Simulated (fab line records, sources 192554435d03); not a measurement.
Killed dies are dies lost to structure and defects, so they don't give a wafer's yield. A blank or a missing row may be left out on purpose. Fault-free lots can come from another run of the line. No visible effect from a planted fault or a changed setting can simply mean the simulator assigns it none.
Which of the tools did it? ; flow n5-finfet ; Sampling: 23 lots, 69 wafers, 6 of 1938 route steps

WHAT THE GAUGES READ, wafer by wafer
The record holds no reading of a measuring or inspecting step that can be judged against a usual standard deviation.

TOOL THAT RAN EACH LOT (tool first, then ch and the chambers of the sampled wafers, then the start)
lot;N5_DUMMY_GATE_ETCH_44;N5_SD_EPI_N_DESCUM_14;N5_SD_EPI_N_STRIP_38;N5_ILD0_LINER_00;N5_ILD0_CMP_07;N5_SDB_DESCUM_16
L074;rie-si-06 ch 0,1, day 3 04:24;rie-diel-02 ch 1,2,3, day 3 07:17;plasma-asher-02 ch 0,1, day 3 08:04;ald-sin-04 ch 0,1,2, day 3 17:05;cmp-01 ch 0,1,3, day 3 19:42;rie-diel-06 ch 1,2,3, day 3 23:44
L075;rie-si-06 ch 1,2,3, day 3 07:06;rie-diel-02 ch 2,3, day 3 08:50;plasma-asher-01 ch 0,1, day 3 09:37;ald-sin-03 ch 1,2,3, day 3 21:08;cmp-02 ch 1,2,3, day 3 23:50;rie-diel-02 ch 1,2,3, day 4 03:57
L076;rie-si-01 ch 0,1,2, day 3 12:14;rie-diel-06 ch 1,2,3, day 3 13:38;plasma-asher-02 ch 0,1, day 3 14:25;ald-sin-03 ch 0,1,3, day 4 01:35;cmp-04 ch 0,1,3, day 4 04:17;rie-diel-02 ch 0,2,3, day 4 08:24
L077;rie-si-01 ch 1,2, day 3 19:08;rie-diel-06 ch 1,2,3, day 3 21:46;plasma-asher-01 ch 0, day 3 22:34;ald-sin-03 ch 0,1, day 4 06:46;cmp-01 ch 0,1,2, day 4 09:31;rie-diel-02 ch 1,2,3, day 4 13:35
L078;rie-si-05 ch 0,1,2, day 4 03:37;rie-diel-02 ch 0,1,3, day 4 05:11;plasma-asher-02 ch 0,1, day 4 05:58;ald-sin-04 ch 0,2,3, day 4 15:16;cmp-01 ch 0,1,2, day 4 17:57;rie-diel-06 ch 1,2,3, day 4 22:51
L079;rie-si-05 ch 1,2, day 4 05:40;rie-diel-01 ch 0,2, day 4 07:08;plasma-asher-02 ch 0,1, day 4 07:55;ald-sin-04 ch 0,2,3, day 4 16:41;cmp-04 ch 0,1, day 4 19:29;rie-diel-02 ch 0,2,3, day 4 23:35
L080;rie-si-05 ch 0,2,3, day 4 12:25;rie-diel-02 ch 0,1,2, day 4 13:53;plasma-asher-01 ch 0,1, day 4 14:40;ald-sin-03 ch 0,1,3, day 5 01:53;cmp-04 ch 0,1, day 5 04:34;rie-diel-01 ch 2,3, day 5 09:22
L081;rie-si-05 ch 1,2, day 4 17:26;rie-diel-01 ch 1,3, day 4 18:56;plasma-asher-01 ch 0,1, day 4 19:43;ald-sin-03 ch 0,1, day 5 05:05;cmp-02 ch 1,2,3, day 5 07:47;rie-diel-02 ch 0,3, day 5 12:26
L082;rie-si-05 ch 1,2, day 5 00:25;rie-diel-01 ch 2,3, day 5 03:49;plasma-asher-02 ch 1, day 5 04:36;ald-sin-04 ch 2,3, day 5 13:36;cmp-02 ch 1,2, day 5 16:18;rie-diel-01 ch 1,2,3, day 5 21:04
L083;rie-si-05 ch 0,2,3, day 5 10:55;rie-diel-02 ch 0,2, day 5 12:46;plasma-asher-01 ch 0,1, day 5 13:33;ald-sin-02 ch 2,3, day 5 22:41;cmp-01 ch 0,3, day 6 01:44;rie-diel-02 ch 0,1,3, day 6 07:11
L084;rie-si-01 ch 0,1,3, day 5 16:32;rie-diel-01 ch 0,1,3, day 5 18:01;plasma-asher-01 ch 0,1, day 5 18:48;ald-sin-03 ch 1,2,3, day 6 03:23;cmp-02 ch 0,2,3, day 6 06:26;rie-diel-02 ch 0,2,3, day 6 11:32
L085;rie-si-06 ch 0,1, day 5 22:07;rie-diel-02 ch 0,1,2, day 6 01:08;plasma-asher-01 ch 0,1, day 6 01:55;ald-sin-03 ch 0,1,2, day 6 12:13;cmp-04 ch 1,2, day 6 14:55;rie-diel-02 ch 0,3, day 6 19:20
L086;rie-si-01 ch 0,1,3, day 6 05:49;rie-diel-02 ch 0,1,2, day 6 08:56;plasma-asher-02 ch 0,1, day 6 09:43;ald-sin-04 ch 1,2,3, day 6 18:01;cmp-02 ch 0,1,3, day 6 20:50;rie-diel-02 ch 1,3, day 7 01:24
L087;rie-si-01 ch 1,3, day 6 07:49;rie-diel-02 ch 1,3, day 6 10:28;plasma-asher-01 ch 0,1, day 6 11:16;ald-sin-02 ch 0,1,3, day 6 19:25;cmp-01 ch 1,2, day 6 22:13;rie-diel-06 ch 0,1,2, day 7 02:25
L088;rie-si-06 ch 0,3, day 6 14:31;rie-diel-02 ch 0,1,2, day 6 16:46;plasma-asher-02 ch 0,1, day 6 17:35;ald-sin-04 ch 0,1, day 7 02:05;cmp-02 ch 1,2, day 7 04:48;rie-diel-01 ch 0,1, day 7 09:25
L089;rie-si-05 ch 0,1,3, day 6 22:32;rie-diel-01 ch 0,3, day 7 00:50;plasma-asher-01 ch 0,1, day 7 01:38;ald-sin-03 ch 0,1,2, day 7 09:59;cmp-02 ch 2,3, day 7 12:43;rie-diel-01 ch 0,1,3, day 7 16:44
L090;rie-si-06 ch 1,2, day 7 02:13;rie-diel-06 ch 1,2,3, day 7 03:34;plasma-asher-02 ch 0,1, day 7 04:22;ald-sin-03 ch 0,3, day 7 12:45;cmp-02 ch 0,2,3, day 7 16:15;rie-diel-02 ch 0,3, day 7 20:50
L091;rie-si-06 ch 1,2,3, day 7 09:16;rie-diel-06 ch 1,2,3, day 7 11:05;plasma-asher-01 ch 0,1, day 7 11:52;ald-sin-03 ch 0,2, day 7 21:19;cmp-02 ch 0,1,2, day 8 00:05;rie-diel-01 ch 1,3, day 8 04:23
L092;rie-si-01 ch 0,1,2, day 7 14:27;rie-diel-02 ch 2,3, day 7 15:58;plasma-asher-02 ch 0,1, day 7 16:44;ald-sin-02 ch 0,1,3, day 8 01:52;cmp-02 ch 0,1,3, day 8 04:35;rie-diel-02 ch 1,2,3, day 8 08:45
L094;rie-si-06 ch 0,2,3, day 7 23:32;rie-diel-06 ch 1,2,3, day 8 01:07;plasma-asher-01 ch 0,1, day 8 01:54;ald-sin-03 ch 0,1,2, day 8 10:25;cmp-02 ch 1,2,3, day 8 13:16;rie-diel-02 ch 0,2,3, day 8 17:13
L095;rie-si-06 ch 0,3, day 8 05:58;rie-diel-02 ch 0,1,3, day 8 07:32;plasma-asher-01 ch 0,1, day 8 08:19;ald-sin-02 ch 0,1,3, day 8 17:49;cmp-02 ch 0,1, day 8 20:55;rie-diel-06 ch 0,1, day 9 00:59
L096;rie-si-01 ch 0,3, day 8 10:57;rie-diel-01 ch 1,2,3, day 8 13:26;plasma-asher-01 ch 0,1, day 8 14:13;ald-sin-02 ch 1,2, day 8 23:43;cmp-02 ch 0,2,3, day 9 02:50;rie-diel-02 ch 0,1, day 9 07:22
L097;rie-si-06 ch 0,2,3, day 8 17:20;rie-diel-01 ch 1,2, day 8 18:54;plasma-asher-02 ch 0,1, day 8 19:51;ald-sin-02 ch 0,1,3, day 9 04:45;cmp-01 ch 2,3, day 9 07:50;rie-diel-06 ch 0,3, day 9 12:37
- N5_DUMMY_GATE_ETCH_44: etches poly-Si in HBr/O2, stops on SiO2, target depth 127.5 nm.
- N5_SD_EPI_N_DESCUM_14: chemistry O2, time 7.9 s.
- N5_SD_EPI_N_STRIP_38: strips in N2/H2.
- N5_ILD0_LINER_00: material SiNx, target thk 4 nm, pulse time 1 s, purge time 2 s.
- N5_ILD0_CMP_07: polishes SiO2 flowable, stops on poly-Si, t overpolish 1.18 s, target thk 138.88 nm.
- N5_SDB_DESCUM_16: chemistry O2, time 7.9 s.

WHAT THE TOOLS THEMSELVES READ (means of the sampled wafers that have a number; where no wafer has one, the mark that the record gives instead)
N5_DUMMY_GATE_ETCH_44. Usual: O2_flow_sccm 9.996 sccm, standard deviation 0.028; drypump-motor-current-A 5.8 A, standard deviation 0.44; oes-product-au 0.727 a.u., standard deviation 0.013; throttle-valve-pct 18.45 %, standard deviation 0.25.
lot;tool;O2_flow_sccm (sccm);drypump-motor-current-A (A);oes-product-au (a.u.);throttle-valve-pct (%);flag
L074;rie-si-06;10.024;6.2;0.735;18.25;
L075;rie-si-06;9.987;5.7;0.730;18.47;
L076;rie-si-01;9.967;5.8;0.741;18.43;
L077;rie-si-01;10.004;5.3;0.736;18.44;
L078;rie-si-05;10.020;6.0;0.736;18.47;
L079;rie-si-05;9.970;6.2;0.725;18.75;
L080;rie-si-05;10.001;6.0;0.736;18.57;
L081;rie-si-05;9.963;6.2;0.726;18.76;
L082;rie-si-05;9.995;6.0;0.733;18.49;
L083;rie-si-05;9.968;6.0;0.720;18.56;
L084;rie-si-01;10.013;5.9;0.730;18.65;
L085;rie-si-06;9.980;6.1;0.737;18.25;
L086;rie-si-01;9.997;5.9;0.729;18.63;
L087;rie-si-01;9.989;5.3;0.723;18.65;
L088;rie-si-06;9.993;5.6;0.721;18.27;
L089;rie-si-05;10.013;5.8;0.727;18.30;
L090;rie-si-06;9.989;6.0;0.730;18.47;
L091;rie-si-06;10.013;5.7;0.716;18.42;
L092;rie-si-01;10.002;5.8;0.731;18.43;
L094;rie-si-06;9.987;5.7;0.724;18.28;
L095;rie-si-06;9.991;5.8;0.728;18.20;
L096;rie-si-01;9.988;6.4;0.718;18.64;
L097;rie-si-06;9.998;5.7;0.709;18.29;

N5_SD_EPI_N_DESCUM_14. Usual: drypump-motor-current-A 5.6 A, standard deviation 0.49; oes-product-au 0.84 a.u., standard deviation 0.076; rf-vpp-V 243.4 V, standard deviation 1.5; showerhead-plenum-p-Torr 2.11 Torr, standard deviation 0.086; throttle-valve-pct 20.35 %, standard deviation 0.18.
lot;tool;drypump-motor-current-A (A);oes-product-au (a.u.);rf-vpp-V (V);showerhead-plenum-p-Torr (Torr);throttle-valve-pct (%);flag
L074;rie-diel-02;5.4;0.91;244.6;2.14;20.31;
L075;rie-diel-02;5.5;0.89;244.5;2.18;20.39;
L076;rie-diel-06;5.8;0.91;244.7;2.16;20.37;
L077;rie-diel-06;5.8;0.90;244.7;2.15;20.38;
L078;rie-diel-02;5.4;0.93;243.1;2.10;20.17;
L079;rie-diel-01;6.1;0.74;241.5;2.01;20.49;
L080;rie-diel-02;5.7;0.90;242.9;2.17;20.18;
L081;rie-diel-01;5.6;0.87;241.7;2.06;20.38;
L082;rie-diel-01;5.9;0.86;242.3;2.05;20.36;
L083;rie-diel-02;5.7;0.86;244.3;2.20;20.27;
L084;rie-diel-01;5.7;0.78;242.1;2.04;20.46;
L085;rie-diel-02;5.7;0.86;244.9;2.17;20.20;
L086;rie-diel-02;5.7;0.86;243.8;2.16;20.21;
L087;rie-diel-02;5.3;0.87;243.0;2.10;20.28;
L088;rie-diel-02;5.7;0.85;244.6;2.16;20.21;
L089;rie-diel-01;5.8;0.81;241.6;2.02;20.45;
L090;rie-diel-06;5.7;0.86;245.1;2.15;20.41;
L091;rie-diel-06;5.8;0.86;243.4;2.15;20.40;
L092;rie-diel-02;5.5;0.83;243.9;2.16;20.46;
L094;rie-diel-06;5.7;0.85;243.7;2.15;20.41;
L095;rie-diel-02;5.4;0.84;243.2;2.09;20.24;
L096;rie-diel-01;5.8;0.83;241.9;2.05;20.35;
L097;rie-diel-01;6.0;0.87;242.8;2.05;20.26;

N5_SD_EPI_N_STRIP_38. Usual: drypump-motor-current-A 5.6 A, standard deviation 0.5; h2-flow-sccm 3251 sccm, standard deviation 9.1; heater-power-w 308 W, standard deviation 10; oes-product-au 0.760 a.u., standard deviation 0.011.
lot;tool;drypump-motor-current-A (A);h2-flow-sccm (sccm);heater-power-w (W);oes-product-au (a.u.);flag
L074;plasma-asher-02;5.7;3254;303;0.762;
L075;plasma-asher-01;5.2;3261;315;0.762;
L076;plasma-asher-02;6.0;3239;299;0.773;
L077;plasma-asher-01;5.0;3261;321;0.762;
L078;plasma-asher-02;6.0;3243;301;0.763;
L079;plasma-asher-02;6.1;3242;300;0.766;
L080;plasma-asher-01;5.2;3249;317;0.764;
L081;plasma-asher-01;5.2;3252;318;0.750;
L082;plasma-asher-02;5.5;3241;299;0.759;
L083;plasma-asher-01;5.2;3248;314;0.758;
L084;plasma-asher-01;5.2;3245;311;0.764;
L085;plasma-asher-01;5.2;3259;314;0.758;
L086;plasma-asher-02;6.1;3253;310;0.755;
L087;plasma-asher-01;5.1;3248;317;0.764;
L088;plasma-asher-02;6.1;3261;307;0.759;
L089;plasma-asher-01;5.4;3242;319;0.774;
L090;plasma-asher-02;5.8;3253;295;0.754;
L091;plasma-asher-01;5.3;3253;308;0.767;
L092;plasma-asher-02;6.1;3244;299;0.751;
L094;plasma-asher-01;5.1;3252;316;0.761;
L095;plasma-asher-01;5.4;3243;317;0.762;
L096;plasma-asher-01;5.2;3248;320;0.763;
L097;plasma-asher-02;5.8;3244;296;0.762;

N5_ILD0_LINER_00. Usual: heater-power-w 820 W, standard deviation 75; precursor-pulse-height-rel 1.003, standard deviation 0.021.
lot;tool;heater-power-w (W);precursor-pulse-height-rel;flag
L074;ald-sin-04;871;1.021;
L075;ald-sin-03;779;1.009;
L076;ald-sin-03;813;1.009;
L077;ald-sin-03;835;1.018;
L078;ald-sin-04;850;1.008;
L079;ald-sin-04;852;1.011;
L080;ald-sin-03;819;1.010;
L081;ald-sin-03;843;0.997;
L082;ald-sin-04;793;1.015;
L083;ald-sin-02;811;0.993;
L084;ald-sin-03;773;1.024;
L085;ald-sin-03;800;0.988;
L086;ald-sin-04;825;1.015;
L087;ald-sin-02;789;0.998;
L088;ald-sin-04;936;0.995;
L089;ald-sin-03;812;0.998;
L090;ald-sin-03;858;1.022;
L091;ald-sin-03;879;0.980;
L092;ald-sin-02;797;1.004;
L094;ald-sin-03;809;1.012;
L095;ald-sin-02;792;1.012;
L096;ald-sin-02;867;0.988;
L097;ald-sin-02;802;0.996;

N5_ILD0_CMP_07. Usual: head-pressure-psi 4.148 psi, standard deviation 0.01; motor-current-A 12.4 A, standard deviation 1.6; platen-rpm 51.80 rpm, standard deviation 0.037.
lot;tool;head-pressure-psi (psi);motor-current-A (A);platen-rpm (rpm);flag
L074;cmp-01;4.167;11.7;51.76;
L075;cmp-02;4.148;11.9;51.81;
L076;cmp-04;4.143;11.6;51.80;
L077;cmp-01;4.146;13.9;51.77;
L078;cmp-01;4.145;14.0;51.80;
L079;cmp-04;4.144;12.4;51.78;
L080;cmp-04;4.152;12.3;51.79;
L081;cmp-02;4.147;12.2;51.78;
L082;cmp-02;4.143;11.9;51.78;
L083;cmp-01;4.145;12.0;51.82;
L084;cmp-02;4.149;12.3;51.78;
L085;cmp-04;4.155;13.0;51.82;
L086;cmp-02;4.142;11.5;51.84;
L087;cmp-01;4.146;15.3;51.80;
L088;cmp-02;4.141;13.2;51.76;
L089;cmp-02;4.143;12.1;51.81;
L090;cmp-02;4.148;12.2;51.87;
L091;cmp-02;4.150;12.5;51.79;
L092;cmp-02;4.151;11.3;51.77;
L094;cmp-02;4.148;12.1;51.79;
L095;cmp-02;4.152;11.5;51.80;
L096;cmp-02;4.153;12.1;51.83;
L097;cmp-01;4.150;15.3;51.80;

N5_SDB_DESCUM_16. Usual: drypump-motor-current-A 5.6 A, standard deviation 0.5; oes-product-au 0.84 a.u., standard deviation 0.069; rf-vpp-V 243.5 V, standard deviation 1.5; showerhead-plenum-p-Torr 2.11 Torr, standard deviation 0.088; throttle-valve-pct 20.36 %, standard deviation 0.18.
lot;tool;drypump-motor-current-A (A);oes-product-au (a.u.);rf-vpp-V (V);showerhead-plenum-p-Torr (Torr);throttle-valve-pct (%);flag
L074;rie-diel-06;5.7;0.89;243.3;2.15;20.38;
L075;rie-diel-02;5.4;0.88;243.2;2.14;20.33;
L076;rie-diel-02;5.4;0.91;242.6;2.14;20.26;
L077;rie-diel-02;5.4;0.88;243.7;2.14;20.33;
L078;rie-diel-06;5.7;0.88;244.0;2.15;20.39;
L079;rie-diel-02;5.4;0.88;243.9;2.14;20.27;
L080;rie-diel-01;6.2;0.79;242.7;2.05;20.37;
L081;rie-diel-02;5.1;0.89;243.5;2.07;20.30;
L082;rie-diel-01;5.8;0.77;243.4;2.06;20.41;
L083;rie-diel-02;5.4;0.87;243.7;2.09;20.21;
L084;rie-diel-02;5.5;0.85;244.2;2.13;20.28;
L085;rie-diel-02;5.1;0.86;244.0;2.06;20.30;
L086;rie-diel-02;5.0;0.86;242.6;2.06;20.38;
L087;rie-diel-06;5.8;0.88;244.1;2.17;20.48;
L088;rie-diel-01;5.8;0.71;241.2;2.01;20.56;
L089;rie-diel-01;5.7;0.75;242.7;2.03;20.50;
L090;rie-diel-02;5.4;0.85;242.8;2.09;20.16;
L091;rie-diel-01;5.6;0.79;242.4;2.05;20.43;
L092;rie-diel-02;5.3;0.83;243.8;2.13;20.38;
L094;rie-diel-02;5.4;0.84;244.1;2.12;20.32;
L095;rie-diel-06;5.8;0.85;244.3;2.17;20.53;
L096;rie-diel-02;5.7;0.83;243.2;2.12;20.16;
L097;rie-diel-06;5.3;0.86;244.7;2.22;20.46;

THE ANSWER, worked out from the rows above alone
Rule: a lot counts as off when the mean over its wafers that have a number is more than 3 standard deviations away from the usual mean. Also off: a lot with no number at a reading for which 4 or more lots have one. Where the step has rows for the other lots, those lots are counted as sound. Order of review: gauges by route order, followed by the tools' own readings, for which a lot's mean as printed above is used. At the first step where some lot is off, the reading lying furthest off is the one used; lots without a number count as furthest.
Nothing can be told from this: no lot is off at any reading shown.

WHAT WAS PUT IN BY THE SIMULATOR
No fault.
